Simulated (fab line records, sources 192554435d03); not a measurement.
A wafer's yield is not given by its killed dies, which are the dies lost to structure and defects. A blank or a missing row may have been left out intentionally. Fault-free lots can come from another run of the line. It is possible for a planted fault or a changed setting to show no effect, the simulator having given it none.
Which tool is to blame? | flow n5Finfet | 23 lots with 69 wafers sampled at 3 steps, on a route of 1938 steps

WHAT EACH GAUGE READ, for each wafer
N5_GATE_CUT_CD_MEAS_13: the cd target is 20 nm. Usual: cdNm at 19.9 nm, with a standard deviation of 0.33.
lot  | measured     | on       | cdNm (nm)      | flag
L074 | day 4 10:47  | cdSem-02 | 19.9 19.9 19.7 | 
L075 | day 4 21:09  | cdSem-03 | 19.7 19.9 19.8 | 
L076 | day 5 10:52  | cdSem-02 | 20.1 20.2 20.3 | 
L077 | day 5 18:44  | cdSem-01 | 20.5 20.0 20.1 | 
L078 | day 5 18:58  | cdSem-02 | 20.0 20.0 19.9 | 
L079 | day 5 21:47  | cdSem-01 | 20.3 20.7 20.4 | 
L080 | day 6 04:56  | cdSem-01 | 19.8 20.0 20.0 | 
L081 | day 6 08:43  | cdSem-02 | 20.5 20.2 19.8 | 
L082 | day 6 14:30  | cdSem-03 | 19.5 19.1 19.7 | 
L083 | day 6 21:51  | cdSem-03 | 20.3 20.5 20.3 | 
L084 | day 7 03:05  | cdSem-01 | 19.6 20.1 19.6 | 
L085 | day 7 08:29  | cdSem-03 | 19.4 19.7 19.5 | 
L086 | day 7 19:59  | cdSem-02 | 20.0 19.9 19.7 | 
L087 | day 7 23:35  | cdSem-03 | 20.0 20.3 20.0 | 
L088 | day 8 07:41  | cdSem-01 | 19.4 19.8 19.4 | 
L089 | day 8 10:01  | cdSem-02 | 19.6 20.3 20.0 | 
L090 | day 8 18:03  | cdSem-02 | 20.3 20.2 20.7 | 
L092 | day 9 02:09  | cdSem-01 | 20.1 20.1 19.7 | 
L093 | day 9 10:46  | cdSem-02 | 20.1 20.1 19.8 | 
L094 | day 9 11:02  | cdSem-02 | 19.3 19.8 20.1 | 
L095 | day 9 18:57  | cdSem-03 | 20.6 20.0 19.8 | 
L097 | day 10 03:38 | cdSem-02 | 19.1 19.6 19.7 | 
L096 | day 10 05:59 | cdSem-03 | 20.0 20.1 20.5 | 

EACH LOT AND THE TOOL THAT RAN IT (in order: tool; ch and the chambers of the sampled wafers; start)
lot  | N5_HKMG_FIN_STRIP_19               | N5_GATE_CUT_STRIP_59
L074 | plasmaAsher-01 ch 0,1, day 4 03:27 | rieDiel-06 ch 0,2, day 4 07:32
L075 | plasmaAsher-01 ch 0,1, day 4 12:55 | rieDiel-01 ch 0,1,3, day 4 17:28
L076 | plasmaAsher-02 ch 0,1, day 5 01:12 | rieDiel-05 ch 1,2,3, day 5 05:55
L077 | plasmaAsher-02 ch 0,1, day 5 11:16 | rieDiel-05 ch 2,3, day 5 15:22
L078 | plasmaAsher-01 ch 0,1, day 5 11:23 | rieDiel-05 ch 0,3, day 5 15:37
L079 | plasmaAsher-01 ch 0,1, day 5 13:47 | rieDiel-05 ch 0,3, day 5 18:02
L080 | plasmaAsher-02 ch 0,1, day 5 21:29 | rieDiel-06 ch 0,1,2, day 6 01:40
L081 | plasmaAsher-01 ch 0,1, day 6 01:05 | rieDiel-01 ch 0,1, day 6 05:34
L082 | plasmaAsher-02 ch 0,1, day 6 06:43 | rieDiel-06 ch 2,3, day 6 11:07
L083 | plasmaAsher-01 ch 0,1, day 6 14:25 | rieDiel-01 ch 1,2, day 6 18:41
L084 | plasmaAsher-02 ch 0,1, day 6 19:25 | rieDiel-06 ch 0,1,3, day 6 23:49
L085 | plasmaAsher-01 ch 0,1, day 7 00:25 | rieDiel-01 ch 1,2, day 7 04:41
L086 | plasmaAsher-02 ch 0,1, day 7 12:07 | rieDiel-01 ch 0,2,3, day 7 16:42
L087 | plasmaAsher-02 ch 0,1, day 7 16:02 | rieDiel-06 ch 2,3, day 7 20:26
L088 | plasmaAsher-02 ch 0,1, day 8 00:02 | rieDiel-06 ch 1,2,3, day 8 04:24
L089 | plasmaAsher-02 ch 0, day 8 02:20   | rieDiel-01 ch 2,3, day 8 06:44
L090 | plasmaAsher-02 ch 0,1, day 8 08:49 | rieDiel-05 ch 1,2, day 8 13:13
L092 | plasmaAsher-02 ch 0,1, day 8 18:39 | rieDiel-06 ch 0,2,3, day 8 22:52
L093 | plasmaAsher-01 ch 0,1, day 9 03:17 | rieDiel-06 ch 0,2,3, day 9 07:29
L094 | plasmaAsher-02 ch 0,1, day 9 03:21 | rieDiel-06 ch 1,3, day 9 07:46
L095 | plasmaAsher-01 ch 0,1, day 9 11:16 | rieDiel-05 ch 0,1,2, day 9 15:28
L097 | plasmaAsher-02 ch 0,1, day 9 20:07 | rieDiel-01 ch 0,2, day 10 00:20
L096 | plasmaAsher-01 ch 0,1, day 9 22:19 | rieDiel-06 ch 1,3, day 10 02:37
- N5_HKMG_FIN_STRIP_19: strips in N2/H2, time 360 s.
- N5_GATE_CUT_STRIP_59: strips in N2/H2, time 20 s.

AS READ BY THE TOOLS THEMSELVES (means over the sampled wafers that have a number; for cases with no such wafer, the mark the record gives instead)
N5_HKMG_FIN_STRIP_19. Usual: drypumpMotorCurrentA 5.77 A, standard deviation 0.27; heaterPowerW 467 W, standard deviation 19.
lot  | tool           | drypumpMotorCurrentA (A) | heaterPowerW (W) | flag
L074 | plasmaAsher-01 | 5.94                     | 468              | 
L075 | plasmaAsher-01 | 5.89                     | 477              | 
L076 | plasmaAsher-02 | 5.76                     | 474              | 
L077 | plasmaAsher-02 | 5.78                     | 466              | 
L078 | plasmaAsher-01 | 5.94                     | 469              | 
L079 | plasmaAsher-01 | 5.95                     | 472              | 
L080 | plasmaAsher-02 | 5.77                     | 469              | 
L081 | plasmaAsher-01 | 5.88                     | 474              | 
L082 | plasmaAsher-02 | 5.57                     | 456              | 
L083 | plasmaAsher-01 | 5.95                     | 476              | 
L084 | plasmaAsher-02 | 5.57                     | 457              | 
L085 | plasmaAsher-01 | 5.88                     | 476              | 
L086 | plasmaAsher-02 | 5.57                     | 449              | 
L087 | plasmaAsher-02 | 5.55                     | 450              | 
L088 | plasmaAsher-02 | 5.57                     | 459              | 
L089 | plasmaAsher-02 | 5.35                     | 443              | 
L090 | plasmaAsher-02 | 5.57                     | 458              | 
L092 | plasmaAsher-02 | 5.55                     | 455              | 
L093 | plasmaAsher-01 | 5.95                     | 472              | 
L094 | plasmaAsher-02 | 5.57                     | 456              | 
L095 | plasmaAsher-01 | 5.88                     | 482              | 
L097 | plasmaAsher-02 | 5.55                     | 455              | 
L096 | plasmaAsher-01 | 5.88                     | 471              | 

N5_GATE_CUT_STRIP_59. Usual: drypumpMotorCurrentA 5.9 A, standard deviation 0.46; oesProductAu 0.76 a.u., standard deviation 0.058; rfVppV 45.3 V, standard deviation 0.88; showerheadPlenumPTorr 3.38 Torr, standard deviation 0.13; throttleValvePct 12.23 %, standard deviation 0.24.
lot  | tool       | drypumpMotorCurrentA (A) | oesProductAu (a.u.) | rfVppV (V) | showerheadPlenumPTorr (Torr) | throttleValvePct (%) | flag
L074 | rieDiel-06 | 5.4                      | 0.72                | 46.1       | 3.24                         | 12.49                | 
L075 | rieDiel-01 | 5.8                      | 0.80                | 45.7       | 3.53                         | 12.03                | 
L076 | rieDiel-05 | 5.8                      | 0.73                | 45.2       | 3.40                         | 12.26                | 
L077 | rieDiel-05 | 5.7                      | 0.71                | 45.8       | 3.48                         | 12.41                | 
L078 | rieDiel-05 | 5.7                      | 0.75                | 45.4       | 3.43                         | 12.37                | 
L079 | rieDiel-05 | 5.7                      | 0.77                | 45.3       | 3.34                         | 12.36                | 
L080 | rieDiel-06 | 5.7                      | 0.77                | 45.7       | 3.33                         | 12.29                | 
L081 | rieDiel-01 | 5.8                      | 0.82                | 45.5       | 3.55                         | 11.99                | 
L082 | rieDiel-06 | 6.3                      | 0.75                | 45.2       | 3.37                         | 12.17                | 
L083 | rieDiel-01 | 6.4                      | 0.76                | 44.9       | 3.34                         | 11.99                | 
L084 | rieDiel-06 | 5.7                      | 0.80                | 46.4       | 3.35                         | 12.33                | 
L085 | rieDiel-01 | 6.4                      | 0.76                | 45.6       | 3.33                         | 12.01                | 
L086 | rieDiel-01 | 5.9                      | 0.77                | 45.3       | 3.43                         | 12.16                | 
L087 | rieDiel-06 | 6.3                      | 0.78                | 45.0       | 3.40                         | 12.20                | 
L088 | rieDiel-06 | 6.2                      | 0.80                | 46.0       | 3.40                         | 12.15                | 
L089 | rieDiel-01 | 6.0                      | 0.72                | 44.5       | 3.41                         | 12.22                | 
L090 | rieDiel-05 | 5.9                      | 0.70                | 44.9       | 3.29                         | 12.20                | 
L092 | rieDiel-06 | 5.9                      | 0.73                | 45.7       | 3.31                         | 12.40                | 
L093 | rieDiel-06 | 5.8                      | 0.73                | 45.3       | 3.31                         | 12.42                | 
L094 | rieDiel-06 | 6.0                      | 0.83                | 46.6       | 3.44                         | 12.14                | 
L095 | rieDiel-05 | 5.8                      | 0.71                | 44.9       | 3.30                         | 12.34                | 
L097 | rieDiel-01 | 6.1                      | 0.76                | 45.9       | 3.34                         | 12.14                | 
L096 | rieDiel-06 | 6.0                      | 0.82                | 45.2       | 3.43                         | 12.15                | 

THE ANSWER, worked out from the rows above alone
Rule: lot off if the mean of its wafers having a number is beyond 3 standard deviations from the usual mean. A lot without any number at a reading at which 4 lots or more have one is off too. All remaining lots with rows at the step are treated as sound. After the gauges, taken in route order, come the tools' own readings; for these a lot's mean is taken, as printed above. At the first step where some lot is off, the reading lying furthest off is the one used; lots without a number count as furthest.
Across all readings shown, no lot is off: no conclusion can be drawn from this.

WHAT THE SIMULATOR HAD INSERTED
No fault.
